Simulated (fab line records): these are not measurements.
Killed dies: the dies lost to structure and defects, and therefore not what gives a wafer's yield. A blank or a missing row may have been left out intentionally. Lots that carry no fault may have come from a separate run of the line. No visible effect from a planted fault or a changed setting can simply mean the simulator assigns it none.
Chamber matching || flow nand_harc || NHARC_A_BLC_DESCUM_15 on rie_diel-02: 4 sister chambers
The step chemistry O2, time 3 s. 24 wafers are shown with their chamber, then 12 later ones without.

WAFERS WITH THEIR CHAMBER
{"wafer": "L076.1", "chamber": 0, "showerhead_plenum_p_Torr (Torr)": 2.02, "drypump_motor_current_A (A)": 5.9, "oes_product_au (a.u.)": 1.004}
{"wafer": "L076.3", "chamber": 2, "showerhead_plenum_p_Torr (Torr)": 2.04, "drypump_motor_current_A (A)": 5.9, "oes_product_au (a.u.)": 0.998}
{"wafer": "L076.6", "chamber": 2, "showerhead_plenum_p_Torr (Torr)": 2.04, "drypump_motor_current_A (A)": 5.9, "oes_product_au (a.u.)": 0.997}
{"wafer": "L079.1", "chamber": 1, "showerhead_plenum_p_Torr (Torr)": 1.85, "drypump_motor_current_A (A)": 6.5, "oes_product_au (a.u.)": 0.988}
{"wafer": "L079.3", "chamber": 0, "showerhead_plenum_p_Torr (Torr)": 2.02, "drypump_motor_current_A (A)": 5.9, "oes_product_au (a.u.)": 1.010}
{"wafer": "L079.6", "chamber": 3, "showerhead_plenum_p_Torr (Torr)": 1.92, "drypump_motor_current_A (A)": 5.8, "oes_product_au (a.u.)": 1.012}
{"wafer": "L082.1", "chamber": 0, "showerhead_plenum_p_Torr (Torr)": 2.02, "drypump_motor_current_A (A)": 5.9, "oes_product_au (a.u.)": 1.022}
{"wafer": "L082.3", "chamber": 1, "showerhead_plenum_p_Torr (Torr)": 1.85, "drypump_motor_current_A (A)": 6.5, "oes_product_au (a.u.)": 0.976}
{"wafer": "L082.4", "chamber": 3, "showerhead_plenum_p_Torr (Torr)": 1.92, "drypump_motor_current_A (A)": 5.8, "oes_product_au (a.u.)": 1.017}
{"wafer": "L083.2", "chamber": 0, "showerhead_plenum_p_Torr (Torr)": 2.02, "drypump_motor_current_A (A)": 5.9, "oes_product_au (a.u.)": 1.011}
{"wafer": "L083.3", "chamber": 3, "showerhead_plenum_p_Torr (Torr)": 1.92, "drypump_motor_current_A (A)": 5.8, "oes_product_au (a.u.)": 1.023}
{"wafer": "L083.4", "chamber": 1, "showerhead_plenum_p_Torr (Torr)": 1.85, "drypump_motor_current_A (A)": 6.5, "oes_product_au (a.u.)": 0.987}
{"wafer": "L087.2", "chamber": 0, "showerhead_plenum_p_Torr (Torr)": 2.01, "drypump_motor_current_A (A)": 5.9, "oes_product_au (a.u.)": 1.014}
{"wafer": "L087.3", "chamber": 3, "showerhead_plenum_p_Torr (Torr)": 1.92, "drypump_motor_current_A (A)": 5.8, "oes_product_au (a.u.)": 1.018}
{"wafer": "L087.4", "chamber": 2, "showerhead_plenum_p_Torr (Torr)": 2.03, "drypump_motor_current_A (A)": 5.9, "oes_product_au (a.u.)": 1.007}
{"wafer": "L088.1", "chamber": 1, "showerhead_plenum_p_Torr (Torr)": 1.85, "drypump_motor_current_A (A)": 6.5, "oes_product_au (a.u.)": 0.980}
{"wafer": "L088.3", "chamber": 2, "showerhead_plenum_p_Torr (Torr)": 2.03, "drypump_motor_current_A (A)": 6.0, "oes_product_au (a.u.)": 1.000}
{"wafer": "L088.4", "chamber": 3, "showerhead_plenum_p_Torr (Torr)": 1.92, "drypump_motor_current_A (A)": 5.8, "oes_product_au (a.u.)": 1.018}
{"wafer": "L089.2", "chamber": 2, "showerhead_plenum_p_Torr (Torr)": 2.03, "drypump_motor_current_A (A)": 5.9, "oes_product_au (a.u.)": 1.003}
{"wafer": "L089.4", "chamber": 1, "showerhead_plenum_p_Torr (Torr)": 1.85, "drypump_motor_current_A (A)": 6.5, "oes_product_au (a.u.)": 0.991}
{"wafer": "L089.6", "chamber": 2, "showerhead_plenum_p_Torr (Torr)": 2.03, "drypump_motor_current_A (A)": 5.9, "oes_product_au (a.u.)": 1.003}
{"wafer": "L090.1", "chamber": 1, "showerhead_plenum_p_Torr (Torr)": 1.85, "drypump_motor_current_A (A)": 6.5, "oes_product_au (a.u.)": 0.988}
{"wafer": "L090.2", "chamber": 2, "showerhead_plenum_p_Torr (Torr)": 2.03, "drypump_motor_current_A (A)": 6.0, "oes_product_au (a.u.)": 1.008}
{"wafer": "L090.4", "chamber": 3, "showerhead_plenum_p_Torr (Torr)": 1.92, "drypump_motor_current_A (A)": 5.8, "oes_product_au (a.u.)": 0.994}

SIGNATURES (means of the wafers above)
{"reading": "showerhead_plenum_p_Torr", "chamber 0": 2.0180, "chamber 1": 1.8500, "chamber 2": 2.0329, "chamber 3": 1.9200, "scatter within a chamber": 0.00334}
{"reading": "drypump_motor_current_A", "chamber 0": 5.900, "chamber 1": 6.500, "chamber 2": 5.929, "chamber 3": 5.800, "scatter within a chamber": 0.0267}
{"reading": "oes_product_au", "chamber 0": 1.01220, "chamber 1": 0.98500, "chamber 2": 1.00229, "chamber 3": 1.01367, "scatter within a chamber": 0.00696}
Rule: a wafer's distance from a chamber is the root of the sum, over the readings, of the square of ((its reading less the chamber's mean) divided by the reading's scatter). The wafer belongs to the nearest chamber; if the next one is less than 2 further off, it can't be placed. How the scatter is found: for the shown wafers, subtract from each reading the mean of its chamber, square and add these, divide the total by (wafers less chambers), then take the root.

WAFERS WHOSE CHAMBER IS MISSING
{"wafer": "L094.1", "showerhead_plenum_p_Torr (Torr)": 2.01, "drypump_motor_current_A (A)": 5.9, "oes_product_au (a.u.)": 1.026}
{"wafer": "L094.3", "showerhead_plenum_p_Torr (Torr)": 1.85, "drypump_motor_current_A (A)": 6.5, "oes_product_au (a.u.)": 0.996}
{"wafer": "L094.5", "showerhead_plenum_p_Torr (Torr)": 2.03, "drypump_motor_current_A (A)": 5.9, "oes_product_au (a.u.)": 1.012}
{"wafer": "L096.1", "showerhead_plenum_p_Torr (Torr)": 1.85, "drypump_motor_current_A (A)": 6.5, "oes_product_au (a.u.)": 0.992}
{"wafer": "L096.5", "showerhead_plenum_p_Torr (Torr)": 1.85, "drypump_motor_current_A (A)": 6.5, "oes_product_au (a.u.)": 0.992}
{"wafer": "L096.6", "showerhead_plenum_p_Torr (Torr)": 2.03, "drypump_motor_current_A (A)": 5.9, "oes_product_au (a.u.)": 1.020}
{"wafer": "L093.2", "showerhead_plenum_p_Torr (Torr)": 2.03, "drypump_motor_current_A (A)": 5.9, "oes_product_au (a.u.)": 1.000}
{"wafer": "L093.3", "showerhead_plenum_p_Torr (Torr)": 1.85, "drypump_motor_current_A (A)": 6.5, "oes_product_au (a.u.)": 0.990}
{"wafer": "L093.5", "showerhead_plenum_p_Torr (Torr)": 1.92, "drypump_motor_current_A (A)": 5.8, "oes_product_au (a.u.)": 1.007}
{"wafer": "L095.1", "showerhead_plenum_p_Torr (Torr)": 2.01, "drypump_motor_current_A (A)": 5.9, "oes_product_au (a.u.)": 1.015}
{"wafer": "L095.4", "showerhead_plenum_p_Torr (Torr)": 2.03, "drypump_motor_current_A (A)": 5.9, "oes_product_au (a.u.)": 0.995}
{"wafer": "L095.6", "showerhead_plenum_p_Torr (Torr)": 1.92, "drypump_motor_current_A (A)": 5.8, "oes_product_au (a.u.)": 0.992}

THE CHAMBER EACH PASSED THROUGH
{"wafer": "L094.1", "from the rows above": 0, "in truth": 0}
{"wafer": "L094.3", "from the rows above": 1, "in truth": 1}
{"wafer": "L094.5", "from the rows above": "can't be placed: 2 or 0", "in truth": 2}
{"wafer": "L096.1", "from the rows above": 1, "in truth": 1}
{"wafer": "L096.5", "from the rows above": 1, "in truth": 1}
{"wafer": "L096.6", "from the rows above": "can't be placed: 2 or 0", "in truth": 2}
{"wafer": "L093.2", "from the rows above": 2, "in truth": 2}
{"wafer": "L093.3", "from the rows above": 1, "in truth": 1}
{"wafer": "L093.5", "from the rows above": 3, "in truth": 3}
{"wafer": "L095.1", "from the rows above": 0, "in truth": 0}
{"wafer": "L095.4", "from the rows above": 2, "in truth": 2}
{"wafer": "L095.6", "from the rows above": 3, "in truth": 3}
10 of 12 placed correctly. From these rows, 2 cannot be placed; in 2 the true chamber is one of the candidates. Placed wrongly: 0.
